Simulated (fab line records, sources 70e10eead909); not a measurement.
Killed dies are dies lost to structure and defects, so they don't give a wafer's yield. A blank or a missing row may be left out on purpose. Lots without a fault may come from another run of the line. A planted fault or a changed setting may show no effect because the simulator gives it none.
Problem report in the 8D (eight disciplines) form, filled by code | flow nand_harc | the parts of the form that need people (team, actions taken, sign-off) are left out

1. THE PROBLEM
thk_nm at NHARC_A_DECK1_JOINT_THK_MEAS_17 reads a mean of 31.0 nm on 2 wafers of 1 lot; wafers without a fault read 44.9 nm with a standard deviation of 1.1. That is -13 standard deviations from the usual mean.
The step: measures by ellipsometry.
First seen on wafer L880.2, day 16 18:52, on film_metro-01. The record holds 36 wafers of 12 lots with a number at this step. Rule for "out", or "out of limits": more than 4 standard deviations from the usual mean. The other wafers with a number count as sound.

2. WHAT IT IS AND WHAT IT IS NOT
question                    | is                | is not
which readings at this step | thk_nm            | -
which lots                  | L880              | L869, L870, L871, L872, L873, L874, L883, L888, L889, L890, L892
which wafers of those lots  | L880.2, L880.3    | L880.4
read on which gauges        | film_metro-01     | film_metro-02
when                        | from day 16 18:52 | up to then (19 sound wafers); but 15 sound wafers of L883, L888, L889, L890, L892 came after

3. SUSPECTS, AND WHAT RULES EACH OUT
Counting: a tool at a process step up to the reading stays a suspect if it ran every lot that is out. Sound lots after the first of them don't rule it out here, since some wafers of a struck lot are sound.
- the gauge at NHARC_A_DECK1_JOINT_THK_MEAS_17: kept. All the wafers that are out were read on film_metro-01, and no step on other tools shows them out.
- rie_diel-06 at NHARC_A_CHANNEL_FILL_D1_ETCHBACK_20 (etches the open film in C4F8/O2/Ar, target depth 27 nm, time 13.5 s): kept. It ran the lot that is out, L880 (day 14 07:20); its last sound lot up to then is L874 (day 11 16:49).
- rie_diel-10 at NHARC_A_CHANNEL_FILL_D1_ETCHBACK_08 (etches the open film in C4F8, target depth 220 nm, time 110 s): kept. It ran the lot that is out, L880 (day 15 07:13); its last sound lot up to then is L869 (day 10 19:35). NHARC_A_CHANNEL_FILL_D1_ETCHBACK_08 gives no start for some lots, so the hours and the order of its lots are those of NHARC_A_CHANNEL_FILL_D1_INSPECT_13.
- pecvd-04 at NHARC_A_DECK1_JOINT_DEP_16 (deposits SiO2, target thk 45 nm): kept. It ran the lot that is out, L880 (day 16 18:35); its last sound lot up to then is L872 (day 14 00:04).
- Within rie_diel-06 at NHARC_A_CHANNEL_FILL_D1_ETCHBACK_20: the wafers that are out ran in chambers 0, 3; their sound lot-mates ran in chamber 1.
- Within rie_diel-10 at NHARC_A_CHANNEL_FILL_D1_ETCHBACK_08: the wafers that are out ran in chambers 0, 1; their sound lot-mates ran in chamber 2.
Left after counting: rie_diel-06 at NHARC_A_CHANNEL_FILL_D1_ETCHBACK_20, rie_diel-10 at NHARC_A_CHANNEL_FILL_D1_ETCHBACK_08, pecvd-04 at NHARC_A_DECK1_JOINT_DEP_16, film_metro-01 at NHARC_A_DECK1_JOINT_THK_MEAS_17.

4. THE CAUSE (what the simulator had put in)
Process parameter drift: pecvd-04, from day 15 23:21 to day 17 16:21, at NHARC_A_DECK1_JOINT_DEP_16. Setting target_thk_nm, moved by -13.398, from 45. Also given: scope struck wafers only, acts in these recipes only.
Counting left 4 suspects, and this tool is among them.

5. THE CHAIN OF EFFECTS, in route order
Each row: a reading whose mean over the struck wafers that have a number lies more than 3 standard deviations from the usual. Only readings for which the record gives a usual standard deviation are gone through. hours: the time from each lot's start at the first step in this table that gives one to its start at this step, as a median over the lots. sigmas: the change in usual standard deviations.
hours | step                            | reading | usual   | on struck wafers | change | sigmas
0     | NHARC_A_DECK1_JOINT_THK_MEAS_17 | thk_nm  | 44.9 nm | 31.0             | -13.9  | -13

6. WHAT WOULD HAVE CAUGHT IT SOONER
In this record the first reading out of limits at a measuring or inspecting step was taken at day 16 18:52, 20 hours after the fault began at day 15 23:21.
Of the tool readings at NHARC_A_DECK1_JOINT_DEP_16 for which the record gives a usual standard deviation, none was out on any struck wafer, so an alarm limit of 4 standard deviations on them would not have fired.
All the lots that are out (1) had begun NHARC_A_DECK1_JOINT_DEP_16 on pecvd-04 by day 16 18:52. A hold on the tool at that time would have spared none of them.
